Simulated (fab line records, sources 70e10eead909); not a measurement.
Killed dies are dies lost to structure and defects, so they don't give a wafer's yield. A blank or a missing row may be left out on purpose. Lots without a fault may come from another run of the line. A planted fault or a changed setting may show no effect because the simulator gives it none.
fab line records | flow nand_harc
record lots=5 wafers=15 last_day=34
route steps=1302 shown P_GATE@185 END@1302
lots that met no fault: from a run of the same line without faults
start_h: hours from the record's first day to the start of the lot's first wafer shown | wait_h: hours since the lot's step before | " the same as in the row above | L1.1+2: a row that stands for several wafers | - no value, or no start given | * or withheld: withheld | < > ~ a bound
route shown NAME@n: a module of which the file shows steps, and the number in the route of the first | usual: mean/standard deviation of fault-free wafers | same: alike in all rows | chamber/n: place in a boat | sites: the reading at each site | _std_site: their standard deviation | _edge_site: outer sites' mean less inner sites' | radius_mm: how far each site lies from the wafer's centre | mask NAME#n: copy n | behind: the tool/chamber that last shaped the wafer | hold: why the lot was held/for how many hours/how that ended | device: the transistor (n, p or np) that didn't switch | end of line: the same wafers' tests at the end of the route | a step without rows: its recipe alone | killed: dies lost to structure and defects at the first sort, not the wafer's yield | map: a wafer's dies, x killed, . not, _ none there
set.NAME: the setting as run; set.NAME@STEP: as run at that earlier step | model.NAME: the simulator's own value behind a step, which no gauge read
lots at some steps of the route; a table a step, a row a wafer
services: from which hour (start_h, from the record's first day; less than 0 if before it) a tool's chamber was out of use, for how many hours, and why
## steps
# step NHARC_P_GATE_CD_MEAS_59
# recipe target_cd_nm=720 landing_energy_ev=500
# usual cd_nm=719.9/1.3
# columns lot.wafer tool chamber start_h wait_h cd_nm
L638.1 cd_sem-01 0 126.64 - 716.6
L638.2 " 0 " " 717.7
L638.4 " 0 " " 717.6
L645.3 cd_sem-02 0 192.23 - 722.2
L645.4 " 0 " " 721.7
L645.6 " 0 " " 720.4
L649.1 cd_sem-02 0 230.91 - 722.3
L649.2 " 0 " " 720.9
L649.5 " 0 " " 724.0
L657.3 cd_sem-01 0 312.68 - 719.2
L657.5 " 0 " " 719.2
L657.6 " 0 " " 721.0
L660.3 cd_sem-01 0 341.74 - 720.4
L660.4 " 0 " " 719.2
L660.6 " 0 " " 720.7
# step NHARC_P_GATE_HARDBAKE_60
# recipe temp_c=125 time_s=80
# step NHARC_P_GATE_DESCUM_61
# recipe time_s=3 o2_flow_sccm=200 ar_flow_sccm=0 bias_power_w=0 chemistry=O2
# usual drypump_motor_current_A=5.8/0.54 oes_product_au=1.003/0.0089 rf_vpp_V=57.7/0.88 showerhead_plenum_p_Torr=1.90/0.081 throttle_valve_pct=11.310/0.0084
# columns lot.wafer tool chamber start_h wait_h drypump_motor_current_A oes_product_au rf_hours_counter_h rf_vpp_V showerhead_plenum_p_Torr throttle_valve_pct
L638.1 rie_diel-12 1 126.80 - 4.9 0.997 0.2 58.8 2.00 11.318
L638.4 " 2 " " 5.7 1.013 0.3 57.7 1.95 11.317
L638.2 " 3 " " 6.2 1.032 0.3 55.9 1.83 11.318
L645.4 rie_diel-11 2 192.39 - 6.4 0.992 5.8 57.3 1.80 11.324
L645.3 " 3 " " 5.7 0.991 6.3 57.4 1.87 11.299
L645.6 " 1 " " 6.3 0.990 - 58.2 1.82 11.312
L649.1 rie_diel-12 0 231.09 - 5.0 1.019 7.6 57.6 1.80 11.302
L649.2 " 1 " " 4.9 1.012 7.3 58.3 1.99 11.298
L649.5 " 3 " " 6.2 1.014 - 58.6 1.82 11.308
L657.3 rie_diel-03 1 312.84 - 5.6 1.008 1.2 57.4 1.85 11.322
L657.5 " 0 " " 5.3 1.003 - 58.6 1.98 11.311
L657.6 " 1 " " 5.6 1.003 - 58.0 1.85 11.302
L660.4 rie_diel-03 3 341.90 - 6.5 1.003 3.7 59.6 2.02 11.320
L660.3 " 1 " " 5.6 0.994 2.7 58.4 1.85 11.306
L660.6 " 0 " " 5.3 0.994 - 58.0 1.98 11.303
# step NHARC_P_GATE_IMPLANT_62
# recipe energy_kev=20 dose_cm2=3e+15 tilt_deg=7
# step NHARC_P_GATE_STRIP_112
# recipe power_w=1500 temp_c=110 time_s=200 chemistry=N2/H2
# usual drypump_motor_current_A=5.8/0.33 heater_power_w=90/11
# columns lot.wafer tool chamber start_h wait_h drypump_motor_current_A heater_power_w rf_hours_counter_h
L638.1 plasma_asher-01 0 127.17 0.2 5.4 82 21
L638.2 " 1 " " 5.7 82 21
L638.4 " 0 " " 5.4 80 -
L645.4 plasma_asher-02 1 192.84 0.2 5.9 95 -
L645.3 " 0 " " 6.3 107 -
L645.6 " 0 " " 6.3 110 -
L649.1 plasma_asher-02 1 231.45 0.2 5.9 96 31
L649.2 " 0 " " 6.3 108 31
L649.5 " 1 " " 5.9 95 -
L657.3 plasma_asher-01 1 313.43 0.4 5.8 87 -
L657.6 " 1 " " 5.8 89 -
L657.5 " 0 " " 5.4 80 -
L660.4 plasma_asher-02 0 342.35 0.2 6.3 111 -
L660.3 " 1 " " 5.9 95 -
L660.6 " 0 " " 6.3 110 -
# step NHARC_P_GATE_STRIP_76
# recipe power_w=1500 temp_c=250 chemistry=O2
# usual drypump_motor_current_A=5.8/0.33 heater_power_w=339/39
# columns lot.wafer tool chamber start_h wait_h drypump_motor_current_A heater_power_w rf_hours_counter_h
L638.1 plasma_asher-01 0 127.43 0.2 5.4 319 22
L638.2 " 1 " " 5.7 312 22
L638.4 " 0 " " 5.4 307 -
L645.4 plasma_asher-02 1 193.04 0.2 5.9 373 -
L645.3 " 0 " " 6.3 404 -
L645.6 " 0 " " 6.3 397 -
L649.1 plasma_asher-02 1 231.71 0.2 5.9 363 31
L649.2 " 0 " " 6.3 409 31
L649.5 " 1 " " 5.9 367 -
L657.3 plasma_asher-01 1 313.63 0.2 5.8 322 -
L657.6 " 1 " " 5.8 326 -
L657.5 " 0 " " 5.4 303 -
L660.4 plasma_asher-02 0 342.55 0.2 6.3 407 -
L660.3 " 1 " " 5.9 355 -
L660.6 " 0 " " 6.3 405 -
# step NHARC_P_GATE_STRIP_63
# recipe time_s=900 temp_c=130 chemistry=SPM
# step NHARC_P_GATE_DEHYDRATE_83
# recipe temp_c=150 time_s=120
# step NHARC_P_GATE_HMDS_84
# recipe time_s=30
# step NHARC_P_GATE_COAT_85
# recipe spin_rpm=3000
# step NHARC_P_GATE_SOFTBAKE_86
# recipe temp_c=122 time_s=95
# step NHARC_P_GATE_EBR_87
# step NHARC_P_GATE_EXPOSE_88
# recipe na=0.6 target_cd_nm=2000 dose_mj=11.87 mask_id=P_HVN
# usual focus_offset_nm=-0.1/0.52 reticle_temp_C=22.99/0.12
# same na=0.6
# columns lot.wafer tool chamber start_h wait_h mask focus_offset_nm reticle_temp_C
L638.1 krf_scanner-03 0 128.06 - P_HVN#0 0.2 22.90
L638.2 " 0 " " P_HVN#0 -0.1 22.87
L638.4 " 0 " " P_HVN#0 0.6 22.83
L645.3 krf_scanner-02 0 193.79 - P_HVN#0 -0.4 22.98
L645.4 " 0 " " P_HVN#0 -0.2 23.00
L645.6 " 0 " " P_HVN#0 -1.2 22.97
L649.1 krf_scanner-02 0 232.35 - P_HVN_R1#0 0.2 22.93
L649.2 " 0 " " P_HVN_R1#0 0.3 22.92
L649.5 " 0 " " P_HVN_R1#0 0.3 22.98
L657.3 krf_scanner-04 0 314.25 - P_HVN#0 0.0 22.93
L657.5 " 0 " " P_HVN#0 -0.8 22.83
L657.6 " 0 " " P_HVN#0 -0.9 22.80
L660.3 krf_scanner-03 0 343.31 - P_HVN#0 -0.4 22.97
L660.4 " 0 " " P_HVN#0 -1.1 22.93
L660.6 " 0 " " P_HVN#0 -0.1 22.92
# step NHARC_P_GATE_PEB_89
# recipe peb_temp_c=118 peb_time_s=85
# step NHARC_P_GATE_DEVELOP_90
# recipe time_s=70
# step NHARC_P_GATE_CD_MEAS_91
# recipe target_cd_nm=2000 landing_energy_ev=500
# usual cd_nm=2001.0/1.3
# columns lot.wafer tool chamber start_h wait_h cd_nm
L638.1 cd_sem-03 0 128.22 - 2000.0
L638.2 " 0 " " 2002.0
L638.4 " 0 " " 2001.8
L645.3 cd_sem-03 0 193.94 - 2000.8
L645.4 " 0 " " 2001.6
L645.6 " 0 " " 2001.6
L649.1 cd_sem-02 0 232.51 - 2393.9
L649.2 " 0 " " 2396.2
L649.5 " 0 " " 2393.8
L657.3 cd_sem-01 0 314.40 - 2001.8
L657.5 " 0 " " 2001.7
L657.6 " 0 " " 2000.3
L660.3 cd_sem-02 0 343.46 - 2000.7
L660.4 " 0 " " 2001.6
L660.6 " 0 " " 2001.5
# step NHARC_P_GATE_HARDBAKE_92
# recipe temp_c=125 time_s=80
# step NHARC_P_GATE_DESCUM_93
# recipe time_s=3 o2_flow_sccm=200 ar_flow_sccm=0 bias_power_w=0 chemistry=O2
# usual drypump_motor_current_A=5.8/0.56 oes_product_au=1.001/0.008 rf_vpp_V=57.7/0.82 showerhead_plenum_p_Torr=1.92/0.081 throttle_valve_pct=11.311/0.0083
# columns lot.wafer tool chamber start_h wait_h drypump_motor_current_A oes_product_au rf_hours_counter_h rf_vpp_V showerhead_plenum_p_Torr throttle_valve_pct model.P_GATE.cd_nm
L638.2 rie_diel-03 3 128.38 - 6.5 1.004 0.2 59.9 2.02 11.304 2002
L638.1 " 0 " " 5.3 1.001 0.3 58.1 1.98 11.307 2000
L638.4 " 2 " " 6.5 1.014 0.2 56.9 1.91 11.310 2001
L645.3 rie_diel-11 3 194.11 - 5.7 0.995 6.3 58.5 1.87 11.299 2001
L645.4 " 1 " " 6.3 0.996 4.5 57.2 1.83 11.322 2002
L645.6 " 2 " " 6.4 0.992 - 56.8 1.80 11.303 2002
L649.2 rie_diel-11 0 232.68 - 5.4 0.997 7.8 58.8 2.01 11.316 2396
L649.1 " 2 " " 6.4 0.993 9.0 56.5 1.80 11.318 2394
L649.5 " 0 " " 5.4 1.001 - 58.9 2.02 11.307 2394
L657.3 rie_diel-11 2 314.55 - 6.4 1.011 3.1 58.2 1.80 11.314 2002
L657.6 " 2 " " 6.4 0.994 - 56.5 1.80 11.307 2001
L657.5 " 3 " " 5.7 1.002 - 56.3 1.87 11.311 2002
L660.3 rie_diel-03 1 343.63 - 5.6 1.009 2.7 57.5 1.85 11.310 2001
L660.4 " 3 " " 6.5 0.990 3.8 58.7 2.02 11.307 2002
L660.6 " 1 " " 5.6 1.001 - 57.6 1.85 11.314 2002
# step NHARC_P_GATE_IMPLANT_94
# recipe energy_kev=60 dose_cm2=2e+15 tilt_deg=7
# step NHARC_END_SORT_01
# recipe temp_c=25
# usual killed_at_array=58/20 killed_at_other=0.9/1.4 killed_at_periphery=4/3.1 killed_dies=63/20 killed_open=3.3/1.8 killed_short=2.4/1.5
# same gross_dies=677
# columns lot.wafer tool chamber start_h wait_h killed_at_array killed_at_other killed_at_periphery killed_dies killed_open killed_short
L645.3 prober-02 0 658.61 3.1 21 0 2 23 1 2
L649.1 prober-02 0 687.72 2.5 54 0 482 536 3 0
L649.2 prober-02 0 688.52 2.8 64 0 438 502 3 3
L649.5 prober-02 0 690.91 3.7 53 0 477 530 3 3
# killed by level:class
L645.3 A_CHANNEL_HOLE_D2:chamber_film_flake=6 A_CHANNEL_FILL_D1:chamber_film_flake=4 A_CHANNEL_FILL_D1:geometric_particle:short=2 A_CHANNEL_HOLE_D1:chamber_film_flake=2 A_STAIRCASE:chamber_film_flake=2 P_M0:geometric_particle:open=1 P_GATE:chamber_film_flake=1 A_ZERO_WELL:chamber_film_flake=1
L649.1 P_GATE:area_expose=479 A_CHANNEL_HOLE_D1:chamber_film_flake=28 A_CHANNEL_HOLE_D2:chamber_film_flake=15 A_STAIRCASE:chamber_film_flake=3 A_WL_FILL:chamber_film_flake=3 P_BONDPAD:chamber_film_flake=2 P_M0:geometric_particle:open=1 A_ONON_D1:geometric_particle:open=1
L649.2 P_GATE:area_expose=429 A_CHANNEL_HOLE_D1:chamber_film_flake=36 A_CHANNEL_HOLE_D2:chamber_film_flake=20 P_BONDPAD:chamber_film_flake=8 A_CHANNEL_HOLE_D2:geometric_particle:open=2 P_CONTACT:geometric_particle:short=1 A_ONON_D1:geometric_particle:open=1 A_CHANNEL_FILL_D1:geometric_particle:short=1
L649.5 P_GATE:area_expose=471 A_CHANNEL_HOLE_D1:chamber_film_flake=32 A_CHANNEL_HOLE_D2:chamber_film_flake=12 P_BONDPAD:chamber_film_flake=4 A_ONON_D2:geometric_particle:short=2 P_CONTACT:geometric_particle:open=1 A_SOURCE_PLATE:geometric_particle:open=1 A_ONON_D1:geometric_particle:open=1
# map L649.1 (x killed, . not)
____________.____________
_________......._________
_______.........x._______
______..x..x...x...______
_____.xx.x.xxx.xxxx._____
____..........xx.x...____
____..x.xxxxxxx.x...x____
___xxx.x.xx.xxxx.xxxxx___
___.xxxxxxxxxxx.xxx...___
__.x..xxxxx.xxxx.x..xx.__
__...xxxxxxxxxxxxxx.xx.__
_x.x.x.xxx.xxxxxxxxx.xxx_
_.xxxxxxxxxxxxxxxxxxx.xx_
_x.xxxx.xxxxxxxxxx.xx..._
_x.xxxxxxxxxxxxxxxxxxxx._
_xx.xxxxxxxxxxxxxxxxxx.._
.xxx.xxxx.xxxxxxxxxxxxxx.
xxxxxxxxxxxxxxxxxxxxxxxx.
xxxxxxxxxxxxxxxxxxxxxx.x.
xx.xxxxxxxxxxx.xxx.xxxxx.
xxxxxxxxxxxxxxxxxxxxx..xx
_xxxx.xxxxxxxxxxxxxxxxxx_
_xx.xxxxxxxxxxxxxxxxxx.x_
_xxxxxxxxxxxxxxxxxxxxx.x_
_xx.xxxxxxxxxxxxxxxxxx.._
_xxxxxxxxxxxxxxxxxxxx..x_
__.xxxxxxxxxxxxxxxxxxx.__
__.xxx.xxxxxxxxxxxxxxx.__
___..xxxxxxxxxxxxxxxx.___
___x.xxxxxxx.xxxxxxxxx___
____...xxxxxxxxxxxxxx____
____xxxxxxxxxxx.xxxxx____
_____.xxxxxxxxxxx..x_____
______xxxxxx.xxx.xx______
_______x.xxxx.xxx._______
_________xxxxx.._________
____________.____________
# map L645.4 (x killed, . not)
____________.____________
_________......._________
_______..........._______
______.............______
_____..............._____
____.....x...........____
____...x..........x..____
___....x..........x...___
___..xx.........x.....___
__....xx.............x.__
__...x..xx...........x.__
_..xx.xx......x........x_
_....xx...............x._
_....xx................._
_.....xx..........xx...._
_...x..................._
.....x...................
...x....................x
.......x.................
.........................
.........................
_......................._
_......................._
_......................._
_......................._
_...........x....x......_
__.....................__
__.....................__
___...................___
___...................___
____.................____
____.x...............____
_____.....x........._____
______.............______
_______..........._______
_________......._________
____________.____________
## services
# columns tool chamber start_h hours kind
rie_diel-03 - 104.30 9.0 pm
krf_scanner-02 - 104.96 2.1 repair
rie_diel-11 3 106.42 4.2 repair
krf_scanner-02 - 109.71 1.2 repair
plasma_asher-02 - 120.48 3.2 repair
plasma_asher-01 - 165.07 9.0 pm
krf_scanner-02 - 184.08 0.9 repair
rie_diel-12 2 210.25 6.8 repair
krf_scanner-03 - 224.00 4.0 pm
plasma_asher-02 - 249.00 9.0 pm
rie_diel-11 - 255.53 9.0 pm
rie_diel-12 3 257.62 12.6 repair
rie_diel-12 0 261.07 6.3 repair
rie_diel-12 2 261.89 2.8 repair
rie_diel-12 1 262.95 8.2 repair
krf_scanner-02 - 266.00 4.0 pm
rie_diel-12 - 268.40 9.0 pm
krf_scanner-02 - 275.47 0.5 repair
rie_diel-03 - 281.30 9.0 pm
plasma_asher-02 - 283.95 23.3 repair
plasma_asher-01 - 293.01 10.8 repair
rie_diel-03 1 305.29 5.7 repair
krf_scanner-02 - 317.66 0.2 repair
plasma_asher-01 - 342.30 9.0 pm
## key
first_sign step=NHARC_P_GATE_EXPOSE_88 reading=mask direction=changed
effect step=NHARC_P_GATE_CD_MEAS_91 reading=cd_nm direction=up sigmas=99+ usual=2001.0 struck=2394.7
effect step=NHARC_END_SORT_01 reading=killed_at_periphery direction=up sigmas=99+ usual=4 struck=466
model_effect step=NHARC_P_GATE_DESCUM_93 value=P_GATE.cd_nm without=2002 struck=2395
more_kills_born_at NHARC_P_GATE_EXPOSE_88@krf_scanner-02=1379
met_at NHARC_P_GATE_EXPOSE_88
struck_wafers L649.1,L649.2,L649.5
later_rows_left_out L649.1,L649.2,L649.5
tester_left_out L649
onset_between 193.79 232.35
fault kind=wrong_mask tool=any chamber=- onset_h=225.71 steps=NHARC_P_GATE_EXPOSE_88 aux_copy=P_HVN_R1#0 cd_offset_nm=393.05 scope=struck_lots_only
# tester_left_out: of these lots the tester's yield and bins aren't shown, on N5 and GAA mostly nor the transistor test; their killed dies are dies lost to structure and defects alone, not to doping, threshold or leakage, so they don't give the yield
# later_rows_left_out: the simulator's readings of these wafers behind a module that went badly wrong aren't trusted and aren't shown, but for the sort
